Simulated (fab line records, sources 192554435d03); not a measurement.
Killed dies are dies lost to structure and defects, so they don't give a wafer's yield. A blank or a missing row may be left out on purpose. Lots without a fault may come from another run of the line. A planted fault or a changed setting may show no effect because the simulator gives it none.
Which tool did it? | flow n5_finfet | 11 lots, 29 wafers sampled, at 5 steps of a route of 1938

WHAT THE GAUGES READ, wafer by wafer
N5_HKMG_FIN_INSPECT_14: inspects for defects (macro).
lot  | measured    | on                | raw_defect_count
L663 | day 4 09:53 | defect_inspect-02 | 1 2 1
L664 | day 4 14:17 | defect_inspect-01 | 2 0
L665 | day 4 21:52 | defect_inspect-02 | 3 2 2
L668 | day 5 16:25 | defect_inspect-02 | 4 1 2
L672 | day 6 20:12 | defect_inspect-01 | 2 1 3
L674 | day 7 10:58 | defect_inspect-01 | 0 2
L677 | day 7 22:40 | defect_inspect-02 | 3 1
L679 | day 8 10:46 | defect_inspect-02 | 3 2 0
L683 | day 9 11:15 | defect_inspect-02 | 0 4 1
L684 | day 9 15:08 | defect_inspect-02 | 3 1 0
L685 | day 9 21:31 | defect_inspect-02 | 0 3

N5_BEOL_M4_RC_MEAS_101.
lot  | measured     | on        | DIBL_N (mV/V)  | DIBL_P (mV/V)  | IOFF_N (nA/um) | IOFF_P (nA/um) | ION_N (uA/um) | ION_P (uA/um) | SS_N (mV/dec)  | SS_P (mV/dec)  | VT_N (mV)   | VT_P (mV)
L663 | day 8 09:50  | prober-02 | 35.1 36.0 34.3 | 37.0 36.9 35.4 | 0.16 0.15 0.14 | 0.24 0.23 0.20 | 691 666 674   | 474 459 464   | 71.2 71.7 71.2 | 74.0 73.6 73.3 | 251 253 249 | -247.6 -248.0 -248.0
L664 | day 8 13:13  | prober-02 | 40.9 39.4      | 43.9 41.2      | 0.29 0.23      | 0.35 0.29      | 703 682       | 476 461       | 72.5 72.1      | 75.0 74.2      | 241 245     | -245.6 -245.4
L665 | day 8 12:47  | prober-01 | 33.5 35.6 35.8 | 33.0 35.0 35.6 | 0.12 0.15 0.14 | 0.17 0.19 0.19 | 677 665 667   | 465 453 452   | 70.8 71.1 70.7 | 72.1 72.9 73.2 | 254 249 251 | -252.8 -252.3 -250.6
L668 | day 9 06:20  | prober-01 | 35.2 38.6 39.4 | 34.9 38.4 39.8 | 0.13 0.20 0.21 | 0.18 0.26 0.27 | 657 673 680   | 452 462 467   | 71.6 71.9 71.9 | 72.6 73.9 73.5 | 254 250 245 | -254.0 -246.8 -245.6
L672 | day 10 14:08 | prober-02 | 35.7 33.3 36.0 | 36.2 32.3 36.7 | 0.15 0.12 0.16 | 0.23 0.16 0.24 | 671 657 659   | 473 457 458   | 71.8 70.3 71.3 | 74.2 73.5 74.0 | 254 255 250 | -250.8 -254.8 -248.8
L674 | day 11 02:46 | prober-02 | 37.6 35.9      | 40.2 36.7      | 0.22 0.16      | 0.29 0.21      | 682 663       | 468 455       | 72.4 72.2      | 73.5 73.3      | 249 254     | -247.1 -252.4
L677 | day 11 19:59 | prober-02 | 39.5 37.3      | 38.7 38.4      | 0.20 0.16      | 0.21 0.21      | 673 678       | 460 463       | 72.6 71.5      | 74.1 73.8      | 250 250     | -253.2 -253.3
L679 | day 12 03:23 | prober-01 | 39.1 35.9 40.5 | 39.0 36.4 42.4 | 0.23 0.16 0.25 | 0.26 0.21 0.31 | 689 673 701   | 473 457 476   | 72.1 71.3 72.7 | 73.4 73.0 74.5 | 244 250 246 | -245.7 -250.8 -247.9
L683 | day 13 11:34 | prober-01 | 35.2 33.2 35.0 | 35.2 32.6 34.3 | 0.16 0.13 0.17 | 0.24 0.19 0.21 | 658 666 649   | 459 464 453   | 71.6 71.5 72.1 | 73.2 72.3 72.9 | 249 252 250 | -246.8 -248.8 -248.8
L684 | day 13 14:06 | prober-02 | 37.3 33.3 37.4 | 35.9 32.1 37.0 | 0.17 0.11 0.19 | 0.21 0.15 0.23 | 681 664 700   | 462 455 474   | 72.1 70.4 71.9 | 73.4 72.4 73.5 | 248 254 245 | -250.6 -254.1 -250.7
L685 | day 13 14:38 | prober-01 | 34.0 39.7      | 35.0 42.6      | 0.15 0.27      | 0.20 0.35      | 686 712       | 473 485       | 71.6 73.2      | 73.2 75.6      | 247 242     | -249.2 -245.4

WHICH TOOL RAN EACH LOT (tool, then ch and the chambers of the sampled wafers, then the start)
lot  | N5_HKMG_FIN_ETCH_55               | N5_HKMG_FIN_ALD_79                 | N5_HKMG_FIN_PWFM_ALD_03
L663 | rie_diel-03 ch 1,3, day 4 06:14   | ald_metal-01 ch 2,3, day 4 07:52   | ald_metal-01 ch 1,2,3, day 4 08:59
L664 | rie_diel-05 ch 0,2, day 4 10:56   | ald_metal-04 ch 1,2, day 4 12:12   | ald_metal-01 ch 1,2, day 4 13:23
L665 | rie_diel-05 ch 0,1,3, day 4 18:26 | ald_metal-04 ch 1,2,3, day 4 19:43 | ald_metal-04 ch 0,2, day 4 21:07
L668 | rie_diel-06 ch 1,2,3, day 5 13:02 | ald_metal-04 ch 1,2,3, day 5 14:19 | ald_metal-01 ch 0,1,3, day 5 15:32
L672 | rie_diel-06 ch 0,1,3, day 6 17:04 | ald_metal-01 ch 0,1,2, day 6 18:20 | ald_metal-01 ch 0,1,3, day 6 19:26
L674 | rie_diel-05 ch 0, day 7 07:50     | ald_metal-02 ch 1,3, day 7 09:07   | ald_metal-04 ch 1,2, day 7 10:12
L677 | rie_diel-06 ch 2, day 7 19:25     | ald_metal-02 ch 0,1, day 7 20:41   | ald_metal-02 ch 2,3, day 7 21:47
L679 | rie_diel-06 ch 0,3, day 8 07:25   | ald_metal-02 ch 1,2,3, day 8 08:42 | ald_metal-04 ch 0,1,2, day 8 09:52
L683 | rie_diel-05 ch 0,1, day 9 07:56   | ald_metal-02 ch 1,2,3, day 9 09:13 | ald_metal-04 ch 0,3, day 9 10:22
L684 | rie_diel-03 ch 1,2, day 9 11:46   | ald_metal-02 ch 1,3, day 9 13:02   | ald_metal-02 ch 0,2,3, day 9 14:14
L685 | rie_diel-05 ch 0,2, day 9 18:16   | ald_metal-04 ch 1,3, day 9 19:43   | ald_metal-01 ch 2,3, day 9 20:37
- N5_HKMG_FIN_ETCH_55: etches SOC in N2/H2, target depth 240 nm, time 300 s.
- N5_HKMG_FIN_ALD_79: deposits TiN, target thk 1.5 nm, pulse time 1 s, purge time 3 s.
- N5_HKMG_FIN_PWFM_ALD_03: deposits TiN, target thk 2 nm, pulse time 1 s, purge time 3 s.

WHAT THE TOOLS THEMSELVES READ (means of the sampled wafers that have a number; where no wafer has one, the mark that the record gives instead)
N5_HKMG_FIN_ETCH_55.
lot  | tool        | drypump_motor_current_A (A) | oes_product_au (a.u.) | rf_vpp_V (V) | showerhead_plenum_p_Torr (Torr) | throttle_valve_pct (%)
L663 | rie_diel-03 | 5.8                         | 0.70                  | 524.7        | 2.55                            | 18.15
L664 | rie_diel-05 | 5.3                         | 0.85                  | 521.1        | 2.46                            | 17.73
L665 | rie_diel-05 | 5.7                         | 0.86                  | 524.0        | 2.54                            | 17.77
L668 | rie_diel-06 | 5.2                         | 0.69                  | 525.1        | 2.54                            | 17.99
L672 | rie_diel-06 | 5.3                         | 0.77                  | 524.9        | 2.57                            | 17.87
L674 | rie_diel-05 | 5.9                         | 0.89                  | 522.8        | 2.46                            | 17.66
L677 | rie_diel-06 | 4.7                         | 0.67                  | 523.1        | 2.49                            | 18.07
L679 | rie_diel-06 | 5.1                         | 0.83                  | 526.0        | 2.61                            | 17.77
L683 | rie_diel-05 | 5.6                         | 0.85                  | 523.5        | 2.50                            | 17.68
L684 | rie_diel-03 | 5.8                         | 0.90                  | 523.4        | 2.57                            | 17.85
L685 | rie_diel-05 | 5.4                         | 0.79                  | 520.4        | 2.44                            | 17.82

N5_HKMG_FIN_ALD_79.
lot  | tool         | heater_power_w (W) | precursor_pulse_height_rel
L663 | ald_metal-01 | 965                | 1.004
L664 | ald_metal-04 | 803                | 0.982
L665 | ald_metal-04 | 866                | 0.992
L668 | ald_metal-04 | 856                | 1.017
L672 | ald_metal-01 | 957                | 1.016
L674 | ald_metal-02 | 772                | 1.019
L677 | ald_metal-02 | 868                | 1.008
L679 | ald_metal-02 | 821                | 1.009
L683 | ald_metal-02 | 816                | 1.000
L684 | ald_metal-02 | 796                | 0.973
L685 | ald_metal-04 | 887                | 0.993

N5_HKMG_FIN_PWFM_ALD_03.
lot  | tool         | heater_power_w (W) | precursor_pulse_height_rel
L663 | ald_metal-01 | 910                | 1.012
L664 | ald_metal-01 | 900                | 1.018
L665 | ald_metal-04 | 903                | 0.999
L668 | ald_metal-01 | 934                | 0.996
L672 | ald_metal-01 | 939                | 0.998
L674 | ald_metal-04 | 801                | 0.999
L677 | ald_metal-02 | 885                | 0.995
L679 | ald_metal-04 | 866                | 0.985
L683 | ald_metal-04 | 971                | 1.021
L684 | ald_metal-02 | 916                | 1.001
L685 | ald_metal-01 | 960                | 1.016

THE ANSWER, worked out from the rows above alone
Rule: what is usual is taken from the lots themselves. Put in order of their means at a reading, lots are off if they are a third of the lots or fewer, leave a main group of 4 or more, and stand apart from it by a gap of 3 or more times the standard deviation of the main group's means; of several such gaps the widest counts. A main group whose means are all the same, to the digits that the tables above print for the reading, isn't used. A lot without any number at a reading at which 4 lots or more have one is off too. The other lots that the step has rows for count as sound. The gauges are gone through in route order, then the tools' own readings, and for those a lot's mean is taken as printed above. The first step at which some lot is off is used, and at that step the reading that is off furthest; a lot without a number counts as furthest.
No lot is off at any reading shown: from this, nothing can be told.

WHAT THE SIMULATOR HAD PUT IN
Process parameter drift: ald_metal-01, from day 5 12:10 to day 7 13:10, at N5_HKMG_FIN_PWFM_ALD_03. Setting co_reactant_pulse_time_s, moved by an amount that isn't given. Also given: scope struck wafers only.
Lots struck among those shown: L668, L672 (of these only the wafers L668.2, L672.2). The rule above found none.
